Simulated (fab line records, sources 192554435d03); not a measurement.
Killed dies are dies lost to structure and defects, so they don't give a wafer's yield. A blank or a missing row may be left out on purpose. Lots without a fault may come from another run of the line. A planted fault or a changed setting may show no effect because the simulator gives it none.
One fault seen from 2 desks | flow n5_finfet | each desk has only its own numbers; what lay behind them comes last

THE TOOL OWNER'S DESK: ald_sin-03
The tool's own readings at N5_BEOL_M0_SAQP_SPACER2_ALD_26 (deposits SiO2, target thk 15 nm, pulse time 1 s, purge time 2 s): means of the sampled wafers that have a number, for each lot that ran on this tool. A lot is out of limits, marked OUT, if its mean lies more than 4 standard deviations from the usual mean; the brackets give that distance.
Columns: A = heater_power_w at N5_BEOL_M0_SAQP_SPACER2_ALD_26, usual 474 W; B = precursor_pulse_height_rel at N5_BEOL_M0_SAQP_SPACER2_ALD_26, usual 0.999
lot  | first seen here | A   | B
L158 | day 5 16:58     | 475 | 0.998
L170 | day 8 15:35     | 490 | 0.999
L173 | day 9 14:50     | 471 | 0.995
L175 | day 10 03:43    | 493 | 0.999
L178 | day 11 00:02    | 487 | 0.981
This desk's finding: nothing out of limits on any of the 5 lots.

THE METROLOGY DESK
What the gauges read, lot by lot, whatever tool the lot ran on: means of the sampled wafers that have a number. A lot is out of limits, marked OUT, if its mean lies more than 4 standard deviations from the usual mean; the brackets give that distance. Of its 11 readings 7 are shown: the one that was out of limits first, and those that lie furthest out on some lot.
Columns: A = cd_nm at N5_BEOL_M0_SAQP_CD_MEAS_29, usual 15.01 nm; B = DIBL_P at N5_BEOL_M4_RC_MEAS_101, usual 35.9 mV/V; C = IOFF_N at N5_BEOL_M4_RC_MEAS_101, usual 0.149 nA/um; D = IOFF_P at N5_BEOL_M4_RC_MEAS_101, usual 0.205 nA/um; E = ION_N at N5_BEOL_M4_RC_MEAS_101, usual 671 uA/um; F = SS_P at N5_BEOL_M4_RC_MEAS_101, usual 73.2 mV/dec; G = VT_P at N5_BEOL_M4_RC_MEAS_101, usual -250.1 mV
lot  | first seen here | A               | B    | C     | D     | E   | F    | G
L158 | day 5 17:43     | 14.80           | 37.5 | 0.169 | 0.198 | 682 | 73.5 | -252.2
L160 | day 6 04:19     | 15.04           | 33.7 | 0.129 | 0.200 | 664 | 72.9 | -248.2
L161 | day 6 15:11     | 15.01           | 37.5 | 0.182 | 0.241 | 677 | 73.5 | -248.5
L162 | day 6 15:55     | 15.06           | 36.4 | 0.127 | 0.191 | 656 | 73.0 | -252.3
L170 | day 8 16:20     | 15.01           | 32.9 | 0.118 | 0.186 | 654 | 71.8 | -250.8
L171 | day 8 21:11     | 14.98           | 34.5 | 0.119 | 0.169 | 661 | 73.2 | -253.8
L173 | day 9 15:35     | 10.65 (-21) OUT | 34.7 | 0.130 | 0.176 | 678 | 72.4 | -251.6
L175 | day 10 04:37    | 10.52 (-21) OUT | 37.1 | 0.156 | 0.198 | 672 | 73.2 | -249.9
L178 | day 11 00:47    | 12.20 (-13) OUT | 37.5 | 0.177 | 0.235 | 679 | 74.0 | -248.0
L181 | day 11 20:01    | 14.97           | 34.8 | 0.153 | 0.227 | 672 | 73.9 | -247.3
This desk's finding: out of limits on L173, L175, L178; first on L173, day 9 15:35 (cd_nm at N5_BEOL_M0_SAQP_CD_MEAS_29). In limits: L158, L160, L161, L162, L170, L171, L181.

PUT TOGETHER
The metrology desk could have raised an alarm at day 9 15:35, on L173, L175, L178.
The tool owner's desk saw nothing out of limits.
The tool owner's desk has L173, L175, L178 on record, within its limits.
Of the lots named, all ran N5_BEOL_M0_SAQP_SPACER2_ALD_26 on ald_sin-03.

WHAT THE SIMULATOR HAD PUT IN
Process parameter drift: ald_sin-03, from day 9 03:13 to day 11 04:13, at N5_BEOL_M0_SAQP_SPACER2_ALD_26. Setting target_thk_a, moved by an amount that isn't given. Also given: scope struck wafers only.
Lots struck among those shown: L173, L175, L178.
Hours from the fault's start to each desk's first reading out of limits: the metrology desk, 12.
